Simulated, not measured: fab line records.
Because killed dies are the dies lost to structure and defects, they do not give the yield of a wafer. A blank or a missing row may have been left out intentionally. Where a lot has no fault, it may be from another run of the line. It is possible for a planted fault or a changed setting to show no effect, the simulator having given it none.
fab line records	flow n5_finfet
[record] lots = 5	wafers = 15	last_day = 17
route steps=1938 shown BEOL_M9@1427
lots untouched by any fault: they come from a run of this same line in which no faults occurred
start_h: start of the lot's first displayed wafer, in hours after the record's first day	wait_h: how many hours have passed since the lot's step before this one	" the same as in the row above	L1.1+2: a row that stands for several wafers	- no value present, or no start provided	* or withheld: withheld	< > ~ a bound
route shown NAME@n: a module of which the file shows steps, and the number in the route of the first	usual: mean/standard deviation taken from wafers without a fault	same: alike in all rows	chamber/n: place in a boat	sites: each site's reading	_std_site: the values' standard deviation	_edge_site: inner sites' mean taken away from outer sites' mean	radius_mm: for every site, how far away it sits from the centre of the wafer	mask NAME#n: copy n	behind: the last tool/chamber to shape the wafer	hold: why the lot went on hold/how many hours it stayed there/how the hold came to an end	device: transistor that didn't switch, given as n, p or np	end of line: the same wafers' tests at the end of the route	a step with no rows: only its recipe	killed: count of dies lost to structure and defects at first sort (not the wafer's yield)	map: a wafer's dies, marking killed ones x, the rest . and places with no die _
set.NAME: setting as actually run; set.NAME@STEP: the setting as run at that earlier step	model.NAME: the simulator's own value behind a step, which no gauge read
a table for each step, a row for each wafer; lots at some steps of the route
services: a tool's chamber out of use, with start hour (start_h, from the record's first day; less than 0 if before it), hours out, and reason
[[steps]]
[step N5_BEOL_M9_COAT_75]
[recipe] resist = underlayer	temp_c = 205	time_s = 60	spin_rpm = 1500	resist_thk_nm = 5
lot.wafer	tool	chamber	start_h	wait_h
L075.2+3+5	litho_track-05	0	-	-
L078.4+5+6	litho_track-01	0	-	-
L084.3+4+6	litho_track-01	0	-	-
L091.1+2+5	litho_track-05	0	-	-
L094.1+3+6	litho_track-05	0	-	-
[step N5_BEOL_M9_COAT_22]
[recipe] resist = CAR-EUV	spin_rpm = 1500	resist_thk_nm = 30
lot.wafer	tool	chamber	start_h	wait_h
L075.2+3+5	litho_track-05	0	-	-
L078.4+5+6	litho_track-01	0	-	-
L084.3+4+6	litho_track-01	0	-	-
L091.1+2+5	litho_track-05	0	-	-
L094.1+3+6	litho_track-05	0	-	-
[step N5_BEOL_M9_EBR_24]
[recipe] solvent = PGMEA	ebr_width_mm = 1.5
lot.wafer	tool	chamber	start_h	wait_h
L075.2+3+5	litho_track-05	0	-	-
L078.4+5+6	litho_track-01	0	-	-
L084.3+4+6	litho_track-01	0	-	-
L091.1+2+5	litho_track-05	0	-	-
L094.1+3+6	litho_track-05	0	-	-
[step N5_BEOL_M9_SOFTBAKE_23]
[recipe] temp_c = 110	time_s = 60	resist = CAR-EUV
lot.wafer	tool	chamber	start_h	wait_h
L075.2+3+5	litho_track-05	0	-	-
L078.4+5+6	litho_track-01	0	-	-
L084.3+4+6	litho_track-01	0	-	-
L091.1+2+5	litho_track-05	0	-	-
L094.1+3+6	litho_track-05	0	-	-
[step N5_BEOL_M9_EXPOSE_25]
[recipe] mask_id = V8	na = 0.33	source_shape = annular	sigma_inner = 0.4	sigma_outer = 0.8	polarization = unpolarized	dose_mj = 37.25
[usual] exposure_dose_mJ_cm2 = 37.10/0.036
lot.wafer	tool	chamber	start_h	wait_h	mask	exposure_dose_mJ_cm2
L075.2	euv_scanner-02	0	218.96	-	V8#0	37.17
L075.3	"	0	"	"	V8#0	37.14
L075.5	"	0	"	"	V8#0	37.18
L078.4	euv_scanner-01	0	251.52	-	V8#0	37.11
L078.5	"	0	"	"	V8#0	37.10
L078.6	"	0	"	"	V8#0	37.13
L084.3	euv_scanner-02	0	287.42	-	V8#0	37.15
L084.4	"	0	"	"	V8#0	37.16
L084.6	"	0	"	"	V8#0	37.14
L091.1	euv_scanner-02	0	327.33	-	V8#0	37.08
L091.2	"	0	"	"	V8#0	37.05
L091.5	"	0	"	"	V8#0	37.13
L094.1	euv_scanner-01	0	343.54	-	V8#0	37.13
L094.3	"	0	"	"	V8#0	37.14
L094.6	"	0	"	"	V8#0	37.12
[step N5_BEOL_M9_PEB_26]
[recipe] peb_temp_c = 100	peb_time_s = 60	resist = CAR-EUV
lot.wafer	tool	chamber	start_h	wait_h
L075.2+3+5	litho_track-05	0	219.02	0.0
L078.4+5+6	litho_track-05	0	251.56	0.0
L084.3+4+6	litho_track-05	0	287.47	0.0
L091.1+2+5	litho_track-02	0	327.39	0.1
L094.1+3+6	litho_track-05	0	343.60	0.1
[step N5_BEOL_M9_DEVELOP_27]
[recipe] develop_time_s = 30	developer = TMAH	resist = CAR-EUV	rinse_liquid = surfactant_rinse	dry = air_spin	dev_temp_c = 23
lot.wafer	tool	chamber	start_h	wait_h
L075.2+3+5	litho_track-05	0	-	-
L078.4+5+6	litho_track-05	0	-	-
L084.3+4+6	litho_track-05	0	-	-
L091.1+2+5	litho_track-02	0	-	-
L094.1+3+6	litho_track-05	0	-	-
[step N5_BEOL_M9_CD_MEAS_28]
[recipe] target_cd_nm = 70	landing_energy_ev = 500	detector = se_inlens	polarity = opening
[usual] cd_nm = 69.91/0.28
lot.wafer	tool	chamber	start_h	wait_h	cd_nm
L075.2	cd_sem-03	0	219.09	-	69.66
L075.3	"	0	"	"	70.32
L075.5	"	0	"	"	69.97
L078.4	cd_sem-03	0	251.63	-	70.30
L078.5	"	0	"	"	69.86
L078.6	"	0	"	"	69.84
L084.3	cd_sem-03	0	287.54	-	69.84
L084.4	"	0	"	"	69.62
L084.6	"	0	"	"	69.94
L091.1	cd_sem-03	0	327.46	-	69.83
L091.2	"	0	"	"	69.68
L091.5	"	0	"	"	69.79
L094.1	cd_sem-02	0	343.67	-	69.88
L094.3	"	0	"	"	70.02
L094.6	"	0	"	"	69.97
[step N5_BEOL_M9_OVL_MEAS_29]
[recipe] points_per_wafer = 522
[usual] V8_OVL = 0.3/0.64
lot.wafer	tool	chamber	start_h	wait_h	V8_OVL[nm]
L075.2	overlay-01	0	219.12	0.0	0.8
L075.3	"	0	"	"	-0.4
L075.5	"	0	"	"	-0.2
L078.4	overlay-02	0	251.67	0.0	1.0
L078.5	"	0	"	"	0.1
L078.6	"	0	"	"	0.8
L084.3	overlay-02	0	287.58	0.0	-1.4
L084.4	"	0	"	"	-0.2
L084.6	"	0	"	"	-0.4
L091.1	overlay-01	0	327.49	0.0	0.5
L091.2	"	0	"	"	0.6
L091.5	"	0	"	"	0.1
L094.1	overlay-01	0	343.70	0.0	1.1
L094.3	"	0	"	"	1.3
L094.6	"	0	"	"	1.7
[step N5_BEOL_M9_INSPECT_30]
[recipe] mode = adi	inspect_instrument = brightfield
[usual] raw_defect_count = 390/95
lot.wafer	tool	chamber	start_h	wait_h	raw_defect_count
L075.2	defect_inspect-01	-	219.17	0.0	343
L075.3	"	-	"	"	443
L075.5	"	-	"	"	476
L078.4	defect_inspect-02	-	251.72	0.0	443
L078.5	"	-	"	"	471
L078.6	"	-	"	"	416
L084.3	defect_inspect-02	-	287.62	0.0	522
L084.4	"	-	"	"	346
L084.6	"	-	"	"	523
L091.1	defect_inspect-02	-	328.22	0.7	225
L091.2	"	-	"	"	311
L091.5	"	-	"	"	280
L094.1	defect_inspect-02	-	343.75	0.1	249
L094.3	"	-	"	"	311
L094.6	"	-	"	"	396
[step N5_BEOL_M9_DESCUM_33]
[recipe] chemistry = O2	time_s = 7	source_power_w = 50	bias_power_w = 20	pressure_mtorr = 20	rf_frequency_hz = 2.712e+07	temp_c = 40	resist = CAR-EUV	o2_flow_sccm = 225
[usual] bias_power_w = 20.01/0.055	drypump_motor_current_A = 5.8/0.53	oes_product_au = 0.81/0.1	rf_vpp_V = 243.7/1.2	showerhead_plenum_p_Torr = 2.12/0.058	throttle_valve_pct = 20.38/0.27
lot.wafer	tool	chamber	start_h	wait_h	bias_power_w	drypump_motor_current_A	oes_product_au	rf_hours_counter_h	rf_vpp_V	showerhead_plenum_p_Torr	throttle_valve_pct
L075.2	rie_diel-03	0	219.32	0.1	20.05	5.9	0.92	26	242.2	2.03	20.30
L075.3	"	3	"	"	19.95	4.8	0.73	187	245.7	2.17	20.51
L075.5	"	0	"	"	19.94	5.9	0.93	-	243.6	2.03	20.31
L078.4	rie_diel-05	0	251.75	0.0	19.90	6.6	0.74	174	242.7	2.02	20.23
L078.5	"	2	"	"	20.01	6.6	0.74	-	243.8	2.11	20.63
L078.6	"	3	"	"	20.01	5.8	0.69	-	245.5	2.14	20.63
L084.3	rie_diel-03	0	287.66	0.0	20.01	5.9	0.89	45	242.0	2.02	20.31
L084.4	"	1	"	"	19.86	5.4	0.71	211	243.5	2.08	20.98
L084.6	"	1	"	"	19.94	5.4	0.71	-	242.7	2.08	20.96
L091.1	rie_diel-02	1	328.26	0.0	20.02	6.3	0.79	110	242.9	2.12	20.20
L091.2	"	3	"	"	20.05	6.2	0.98	3	243.2	2.17	20.14
L091.5	"	1	"	"	20.01	6.3	0.79	-	244.7	2.12	20.20
L094.1	rie_diel-02	1	343.79	0.0	19.99	6.3	0.78	116	243.4	2.12	20.22
L094.3	"	0	"	"	20.02	5.2	0.92	22	244.2	2.10	20.04
L094.6	"	2	"	"	19.99	5.9	0.85	-	245.5	2.22	20.09
[step N5_BEOL_M9_ETCH_76]
[recipe] chemistry = N2/H2	target = underlayer	target_depth_a = 65	mask_material = CAR-EUV	time_s = 5.2	ion_energy_ev = 200	pressure_mtorr = 30	source_w = 840	bias_w = 150	n2_flow_sccm = 200	h2_flow_sccm = 200	ends = cleared
[usual] drypump_motor_current_A = 5.8/0.53	etch_rf_on_time_s = 5.23/0.16	oes_product_au = 0.68/0.086	rf_vpp_V = 524.9/2.4	showerhead_plenum_p_Torr = 2.58/0.07	throttle_valve_pct = 17.81/0.25
lot.wafer	tool	chamber	start_h	wait_h	drypump_motor_current_A	etch_rf_on_time_s	oes_product_au	rf_hours_counter_h	rf_vpp_V	showerhead_plenum_p_Torr	throttle_valve_pct
L075.2	rie_diel-03	0	219.35	0.0	5.9	5.14	0.78	26	522.1	2.50	17.88
L075.3	"	3	"	"	4.8	5.19	0.62	187	526.1	2.64	17.95
L075.5	"	0	"	"	5.9	5.13	0.79	-	524.4	2.50	17.88
L078.4	rie_diel-05	0	251.78	0.0	6.6	5.40	0.62	174	519.1	2.44	17.68
L078.5	"	2	"	"	6.6	5.33	0.62	-	523.6	2.52	17.87
L078.6	"	3	"	"	5.8	5.36	0.59	-	528.1	2.64	18.17
L084.3	rie_diel-03	0	287.69	0.0	6.0	5.03	0.78	45	524.1	2.49	17.95
L084.4	"	1	"	"	5.4	4.80	0.63	211	521.9	2.50	18.16
L084.6	"	1	"	"	5.4	4.83	0.64	-	523.6	2.50	18.14
L091.1	rie_diel-02	1	328.29	0.0	6.3	5.31	0.65	110	524.2	2.58	17.72
L091.2	"	3	"	"	6.2	5.18	0.85	3	526.5	2.63	17.54
L091.5	"	1	"	"	6.3	5.29	0.65	-	525.0	2.59	17.70
L094.1	rie_diel-02	1	343.82	0.0	6.3	5.26	0.65	116	523.2	2.58	17.70
L094.3	"	0	"	"	5.2	5.25	0.77	22	525.5	2.58	17.50
L094.6	"	2	"	"	5.9	5.39	0.72	-	528.3	2.69	17.38
[step N5_BEOL_M9_ETCH_65]
[recipe] chemistry = CF4	target = SiARC	target_depth_a = 156	mask_material = CAR-EUV	time_s = 26	ion_energy_ev = 80	pressure_mtorr = 40	source_w = 545	bias_w = 36	Ar_flow_sccm = 100	cf4_flow_sccm = 100	ends = cleared
[usual] drypump_motor_current_A = 5.8/0.53	etch_rf_on_time_s = 26.2/0.82	oes_product_au = 0.68/0.085	rf_vpp_V = 184.4/1.1	showerhead_plenum_p_Torr = 2.17/0.057	throttle_valve_pct = 15.56/0.25
lot.wafer	tool	chamber	start_h	wait_h	drypump_motor_current_A	etch_rf_on_time_s	oes_product_au	rf_hours_counter_h	rf_vpp_V	showerhead_plenum_p_Torr	throttle_valve_pct
L075.2	rie_diel-03	0	219.37	0.0	5.9	25.6	0.79	26	183.5	2.09	15.62
L075.3	"	3	"	"	4.8	26.5	0.62	187	184.8	2.22	15.71
L075.5	"	0	"	"	5.9	25.5	0.80	-	184.3	2.09	15.63
L078.4	rie_diel-05	0	251.80	0.0	6.6	26.9	0.62	174	182.6	2.06	15.37
L078.5	"	2	"	"	6.6	26.5	0.63	-	184.0	2.12	15.58
L078.6	"	3	"	"	5.8	26.3	0.59	-	183.3	2.20	15.88
L084.3	rie_diel-03	0	287.71	0.0	5.9	25.2	0.77	45	184.3	2.09	15.66
L084.4	"	1	"	"	5.4	24.4	0.62	211	182.2	2.13	16.07
L084.6	"	1	"	"	5.3	24.2	0.63	-	184.7	2.13	16.06
L091.1	rie_diel-02	1	328.31	0.0	6.3	26.3	0.66	110	184.4	2.16	15.38
L091.2	"	3	"	"	6.2	25.9	0.84	3	184.4	2.19	15.18
L091.5	"	1	"	"	6.3	26.5	0.65	-	184.0	2.16	15.37
L094.1	rie_diel-02	1	343.84	0.0	6.3	26.4	0.65	116	184.8	2.16	15.37
L094.3	"	0	"	"	5.2	26.3	0.77	22	184.5	2.19	15.40
L094.6	"	2	"	"	5.9	27.5	0.72	-	185.9	2.28	15.24
[step N5_BEOL_M9_ETCH_66]
[recipe] chemistry = N2/H2	target = SOC	target_depth_a = 800	overetch_a = 160	mask_material = SiARC	temp_c = 40	time_s = 120	ion_energy_ev = 200	pressure_mtorr = 30	source_w = 840	bias_w = 150	n2_flow_sccm = 200	h2_flow_sccm = 200
[usual] drypump_motor_current_A = 5.8/0.53	oes_product_au = 0.62/0.076	rf_vpp_V = 524.8/2.2	showerhead_plenum_p_Torr = 2.58/0.07	throttle_valve_pct = 17.77/0.25
lot.wafer	tool	chamber	start_h	wait_h	drypump_motor_current_A	oes_product_au	rf_hours_counter_h	rf_vpp_V	showerhead_plenum_p_Torr	throttle_valve_pct
L075.2	rie_diel-03	0	219.40	0.0	5.9	0.70	26	522.9	2.50	17.86
L075.3	"	3	"	"	4.9	0.56	187	526.2	2.64	17.93
L075.5	"	0	"	"	5.9	0.71	-	522.5	2.50	17.84
L078.4	rie_diel-05	0	251.83	0.0	6.6	0.57	174	520.0	2.44	17.65
L078.5	"	2	"	"	6.6	0.56	-	524.1	2.52	17.85
L078.6	"	3	"	"	5.9	0.54	-	526.2	2.64	18.16
L084.3	rie_diel-03	0	287.74	0.0	5.9	0.68	45	521.9	2.49	17.90
L084.4	"	1	"	"	5.4	0.54	211	522.6	2.50	18.10
L084.6	"	1	"	"	5.3	0.54	-	523.4	2.50	18.08
L091.1	rie_diel-02	1	328.34	0.0	6.3	0.59	110	523.6	2.58	17.68
L091.2	"	3	"	"	6.2	0.76	3	523.8	2.63	17.48
L091.5	"	1	"	"	6.3	0.59	-	524.3	2.58	17.68
L094.1	rie_diel-02	1	343.87	0.0	6.3	0.59	116	524.5	2.58	17.68
L094.3	"	0	"	"	5.2	0.70	22	525.6	2.58	17.45
L094.6	"	2	"	"	5.9	0.67	-	527.4	2.68	17.36
[step N5_BEOL_M9_STRIP_69]
[recipe] chemistry = N2/H2	temp_c = 40	n2_flow_sccm = 200	h2_flow_sccm = 200	rf_frequency_hz = 6e+07
lot.wafer	tool	chamber	start_h	wait_h
L075.2+3+5	rie_diel-03	0,3,0	219.48	0.0
L078.4+5+6	rie_diel-05	0,2,3	251.91	0.0
L084.3+4+6	rie_diel-03	0,1,1	287.82	0.0
L091.1+2+5	rie_diel-02	1,3,1	328.42	0.0
L094.1+3+6	rie_diel-02	1,0,2	343.95	0.0
[step N5_BEOL_M9_STRIP_77]
[recipe] chemistry = N2/H2	temp_c = 40	n2_flow_sccm = 200	h2_flow_sccm = 200	rf_frequency_hz = 6e+07
lot.wafer	tool	chamber	start_h	wait_h
L075.2+3+5	rie_diel-03	0,3,0	219.49	0.0
L078.4+5+6	rie_diel-05	0,2,3	251.92	0.0
L084.3+4+6	rie_diel-03	0,1,1	287.83	0.0
L091.1+2+5	rie_diel-02	1,3,1	328.43	0.0
L094.1+3+6	rie_diel-02	1,0,2	343.96	0.0
[step N5_BEOL_M9_VIA_ETCH_34]
[recipe] chemistry = C4F6/O2	target = SiCOH_lowk	target_depth_a = 1824	mask_material = SOC	taper_deg = 4	time_s = 68.4	ion_energy_ev = 250	pressure_mtorr = 30	source_w = 345	bias_w = 185	Ar_flow_sccm = 300	C4F6_flow_sccm = 10	O2_flow_sccm = 10
[usual] drypump_motor_current_A = 5.8/0.53	oes_product_au = 0.80/0.1	rf_vpp_V = 672/7.2	showerhead_plenum_p_Torr = 2.90/0.081	throttle_valve_pct = 20.93/0.27
lot.wafer	tool	chamber	start_h	wait_h	drypump_motor_current_A	oes_product_au	rf_hours_counter_h	rf_vpp_V	showerhead_plenum_p_Torr	throttle_valve_pct
L075.2	rie_diel-03	0	219.50	0.0	5.9	0.93	26	664	2.80	21.01
L075.3	"	3	"	"	4.8	0.72	187	682	3.00	21.24
L075.5	"	0	"	"	5.9	0.93	-	666	2.80	21.03
L078.4	rie_diel-05	0	251.93	0.0	6.6	0.73	174	680	2.77	20.79
L078.5	"	2	"	"	6.6	0.73	-	666	2.82	20.84
L078.6	"	3	"	"	5.8	0.70	-	671	2.95	21.24
L084.3	rie_diel-03	0	287.84	0.0	5.9	0.90	45	665	2.79	21.05
L084.4	"	1	"	"	5.4	0.73	211	669	2.82	21.37
L084.6	"	1	"	"	5.4	0.73	-	670	2.82	21.36
L091.1	rie_diel-02	1	328.44	0.0	6.3	0.77	110	674	2.87	20.56
L091.2	"	3	"	"	6.3	0.99	3	669	2.91	20.46
L091.5	"	1	"	"	6.3	0.77	-	674	2.87	20.56
L094.1	rie_diel-02	1	343.97	0.0	6.3	0.76	116	673	2.86	20.57
L094.3	"	0	"	"	5.2	0.91	22	672	2.90	20.75
L094.6	"	2	"	"	5.9	0.85	-	666	3.06	20.75
[step N5_BEOL_M9_STRIP_73]
[recipe] chemistry = C4F6/O2	resist = SiARC	rf_frequency_hz = 6e+07
lot.wafer	tool	chamber	start_h	wait_h
L075.2+3+5	rie_diel-03	0,3,0	219.55	0.0
L078.4+5+6	rie_diel-05	0,2,3	251.98	0.0
L084.3+4+6	rie_diel-03	0,1,1	287.89	0.0
L091.1+2+5	rie_diel-02	1,3,1	328.49	0.0
L094.1+3+6	rie_diel-02	1,0,2	344.02	0.0
[step N5_BEOL_M9_STRIP_36]
[recipe] chemistry = N2/H2	power_w = 450	temp_c = 40	pressure_mtorr = 20	rf_frequency_hz = 6e+07	overash_fraction = 0.3	bias_power_w = 7	h2_frac = 0.5	n2_flow_sccm = 200	h2_flow_sccm = 200
[usual] bias_power_w = 6.999/0.023	drypump_motor_current_A = 5.8/0.53	oes_product_au = 0.81/0.1	rf_vpp_V = 59.1/1.5	showerhead_plenum_p_Torr = 2.57/0.07	throttle_valve_pct = 23.60/0.27
lot.wafer	tool	chamber	start_h	wait_h	bias_power_w	drypump_motor_current_A	oes_product_au	rf_hours_counter_h	rf_vpp_V	showerhead_plenum_p_Torr	throttle_valve_pct
L075.2	rie_diel-03	0	219.56	0.0	7.002	5.9	0.93	26	58.9	2.50	23.58
L075.3	"	3	"	"	6.973	4.8	0.72	187	60.7	2.63	23.78
L075.5	"	0	"	"	7.032	5.9	0.93	-	57.6	2.49	23.55
L078.4	rie_diel-05	0	251.99	0.0	7.015	6.6	0.75	174	58.7	2.44	23.49
L078.5	"	2	"	"	7.022	6.6	0.75	-	59.0	2.52	23.73
L078.6	"	3	"	"	7.008	5.9	0.70	-	58.6	2.63	23.98
L084.3	rie_diel-03	0	287.90	0.0	7.028	5.9	0.90	45	60.2	2.49	23.61
L084.4	"	1	"	"	7.019	5.3	0.70	211	57.2	2.49	23.91
L084.6	"	1	"	"	6.975	5.4	0.71	-	59.7	2.49	23.94
L091.1	rie_diel-02	1	328.50	0.0	7.026	6.3	0.79	110	58.9	2.58	23.56
L091.2	"	3	"	"	6.993	6.3	0.98	3	60.3	2.62	23.28
L091.5	"	1	"	"	6.997	6.3	0.79	-	58.1	2.58	23.56
L094.1	rie_diel-02	1	344.03	0.0	7.036	6.3	0.78	116	58.8	2.58	23.58
L094.3	"	0	"	"	6.980	5.2	0.92	22	60.1	2.58	23.18
L094.6	"	2	"	"	7.007	5.9	0.86	-	59.1	2.68	23.20
[step N5_BEOL_M9_TRENCH_ETCH_37]
[recipe] chemistry = C4F6/O2	target_depth_a = 1514.3	target = SiCOH_lowk	time_s = 49	ion_energy_ev = 250	pressure_mtorr = 30	source_w = 345	bias_w = 185	Ar_flow_sccm = 300	C4F6_flow_sccm = 10	O2_flow_sccm = 10
[usual] drypump_motor_current_A = 5.8/0.53	oes_product_au = 0.80/0.1	rf_vpp_V = 672/7.2	showerhead_plenum_p_Torr = 2.90/0.083	throttle_valve_pct = 20.96/0.27
lot.wafer	tool	chamber	start_h	wait_h	drypump_motor_current_A	oes_product_au	rf_hours_counter_h	rf_vpp_V	showerhead_plenum_p_Torr	throttle_valve_pct
L075.2	rie_diel-03	0	-	-	5.9	0.93	26	666	2.80	21.05
L075.3	"	3	"	"	4.8	0.72	187	683	3.00	21.26
L075.5	"	0	"	"	6.0	0.94	-	663	2.80	21.07
L078.4	rie_diel-05	0	-	-	6.6	0.73	174	681	2.77	20.84
L078.5	"	2	"	"	6.7	0.73	-	666	2.82	20.88
L078.6	"	3	"	"	5.8	0.69	-	671	2.95	21.28
L084.3	rie_diel-03	0	-	-	5.9	0.90	45	663	2.79	21.08
L084.4	"	1	"	"	5.4	0.72	211	669	2.82	21.40
L084.6	"	1	"	"	5.3	0.72	-	670	2.82	21.40
L091.1	rie_diel-02	1	-	-	6.3	0.77	110	673	2.86	20.59
L091.2	"	3	"	"	6.2	0.99	3	670	2.91	20.47
L091.5	"	1	"	"	6.3	0.77	-	674	2.86	20.61
L094.1	rie_diel-02	1	-	-	6.3	0.76	116	673	2.86	20.62
L094.3	"	0	"	"	5.2	0.91	22	672	2.90	20.76
L094.6	"	2	"	"	6.0	0.85	-	667	3.06	20.77
[step N5_BEOL_M9_ETCH_41]
[recipe] chemistry = CH3F/O2	target = SiCN	target_depth_a = 366	taper_deg = 2	time_s = 70.1	ion_energy_ev = 120	mask_material = TiN	pressure_mtorr = 30	source_w = 395	bias_w = 75	Ar_flow_sccm = 150	CH3F_flow_sccm = 30	O2_flow_sccm = 20
[usual] drypump_motor_current_A = 5.8/0.53	oes_product_au = 0.80/0.1	rf_vpp_V = 297.9/1.4	showerhead_plenum_p_Torr = 2.04/0.06	throttle_valve_pct = 16.31/0.26
lot.wafer	tool	chamber	start_h	wait_h	drypump_motor_current_A	oes_product_au	rf_hours_counter_h	rf_vpp_V	showerhead_plenum_p_Torr	throttle_valve_pct
L075.2	rie_diel-03	0	-	-	5.9	0.93	26	296.7	1.96	16.39
L075.3	"	3	"	"	4.8	0.72	187	300.0	2.11	16.58
L075.5	"	0	"	"	6.0	0.94	-	296.2	1.96	16.37
L078.4	rie_diel-05	0	-	-	6.5	0.73	174	295.6	1.94	16.18
L078.5	"	2	"	"	6.6	0.73	-	297.1	1.99	16.32
L078.6	"	3	"	"	5.8	0.70	-	298.7	2.07	16.68
L084.3	rie_diel-03	0	-	-	5.9	0.90	45	295.7	1.95	16.42
L084.4	"	1	"	"	5.4	0.72	211	297.6	1.98	16.78
L084.6	"	1	"	"	5.3	0.72	-	296.8	1.98	16.75
L091.1	rie_diel-02	1	-	-	6.3	0.77	110	296.8	2.01	15.99
L091.2	"	3	"	"	6.2	1.00	3	298.0	2.05	15.86
L091.5	"	1	"	"	6.3	0.76	-	299.0	2.01	16.00
L094.1	rie_diel-02	1	-	-	6.3	0.76	116	296.9	2.01	16.02
L094.3	"	0	"	"	5.2	0.90	22	297.4	2.04	16.11
L094.6	"	2	"	"	5.9	0.85	-	300.7	2.15	16.07
[step N5_BEOL_M9_STRIP_80]
[recipe] chemistry = N2/H2	time_s = 10	power_w = 450	temp_c = 40	pressure_mtorr = 20	rf_frequency_hz = 6e+07	bias_power_w = 7	n2_flow_sccm = 200	h2_flow_sccm = 200
[usual] bias_power_w = 6.998/0.021	drypump_motor_current_A = 5.8/0.53	oes_product_au = 0.81/0.1	rf_vpp_V = 59.3/0.9	showerhead_plenum_p_Torr = 2.57/0.07	throttle_valve_pct = 23.60/0.27
lot.wafer	tool	chamber	start_h	wait_h	bias_power_w	drypump_motor_current_A	oes_product_au	rf_hours_counter_h	rf_vpp_V	showerhead_plenum_p_Torr	throttle_valve_pct
L075.2	rie_diel-03	0	-	-	7.020	5.9	0.93	26	57.9	2.49	23.57
L075.3	"	3	"	"	6.981	4.8	0.73	187	58.8	2.63	23.79
L075.5	"	0	"	"	7.022	6.0	0.94	-	58.4	2.49	23.58
L078.4	rie_diel-05	0	-	-	6.998	6.6	0.74	174	58.7	2.44	23.46
L078.5	"	2	"	"	6.975	6.6	0.74	-	59.0	2.52	23.75
L078.6	"	3	"	"	6.965	5.9	0.69	-	59.8	2.63	23.97
L084.3	rie_diel-03	0	-	-	6.964	5.9	0.90	45	57.9	2.49	23.60
L084.4	"	1	"	"	7.024	5.3	0.71	211	57.7	2.49	23.93
L084.6	"	1	"	"	7.005	5.3	0.72	-	58.8	2.49	23.92
L091.1	rie_diel-02	1	-	-	6.992	6.3	0.79	110	57.9	2.58	23.55
L091.2	"	3	"	"	6.978	6.3	0.99	3	59.4	2.62	23.33
L091.5	"	1	"	"	7.009	6.3	0.78	-	60.8	2.58	23.56
L094.1	rie_diel-02	1	-	-	7.009	6.3	0.78	116	59.4	2.58	23.57
L094.3	"	0	"	"	6.984	5.2	0.92	22	60.5	2.58	23.17
L094.6	"	2	"	"	7.022	5.9	0.86	-	59.1	2.68	23.21
[step N5_BEOL_M9_OCD_MEAS_38]
[usual] trench_depth_nm = 151/3.3
lot.wafer	tool	chamber	start_h	wait_h	trench_depth_nm
L075.2	ocd-01	-	219.78	-	155
L075.3	"	-	"	"	148
L075.5	"	-	"	"	155
L078.4	ocd-02	-	252.21	-	147
L078.5	"	-	"	"	148
L078.6	"	-	"	"	147
L084.3	ocd-02	-	288.12	-	156
L084.4	"	-	"	"	158
L084.6	"	-	"	"	157
L091.1	ocd-01	-	328.71	-	151
L091.2	"	-	"	"	154
L091.5	"	-	"	"	149
L094.1	ocd-01	-	344.24	-	151
L094.3	"	-	"	"	152
L094.6	"	-	"	"	147
[step N5_BEOL_M9_HM_STRIP_39]
[recipe] chemistry = peroxide_tin_strip	material = TiN	target_depth_a = 250	temp_c = 50	time_s = 158
lot.wafer	tool	chamber	start_h	wait_h
L075.2+3+5	wet_bench-04	0,2,3	219.81	0.0
L078.4+5+6	wet_bench-06	1,4,3	252.24	0.0
L084.3+4+6	wet_bench-04	2,3,6	288.15	0.0
L091.1+2+5	wet_bench-06	3,2,4	328.74	0.0
L094.1+3+6	wet_bench-01	7,5,3	344.28	0.0
[[services]]
tool	chamber	start_h	hours	kind
euv_scanner-02	-	199.73	1.0	pm
wet_bench-01	-	214.47	0.9	repair
rie_diel-02	2	214.60	-	clean
rie_diel-02	2	214.60	-	consumable_replace:focus_ring
rie_diel-02	2	214.60	-	consumable_replace:showerhead
rie_diel-02	2	214.60	22.7	scheduled_down
rie_diel-02	2	214.60	22.7	vent_cycle
euv_scanner-01	-	236.49	1.0	pm
wet_bench-01	-	240.48	1.9	pm
rie_diel-02	0	254.63	-	clean
rie_diel-02	0	254.63	-	consumable_replace:focus_ring
rie_diel-02	0	254.63	32.4	scheduled_down
rie_diel-02	0	254.63	32.4	vent_cycle
euv_scanner-02	-	257.99	1.0	pm
euv_scanner-02	-	262.44	0.2	repair
rie_diel-02	3	287.04	-	clean
rie_diel-02	3	287.04	-	consumable_replace:focus_ring
rie_diel-02	3	287.04	29.0	scheduled_down
rie_diel-02	3	287.04	29.0	vent_cycle
euv_scanner-01	-	292.64	1.0	pm
rie_diel-03	1	298.81	7.3	repair
euv_scanner-01	-	307.61	12.0	pm
euv_scanner-02	-	319.62	1.0	pm
rie_diel-02	1	322.00	2.0	repair
[[key]]
fault none
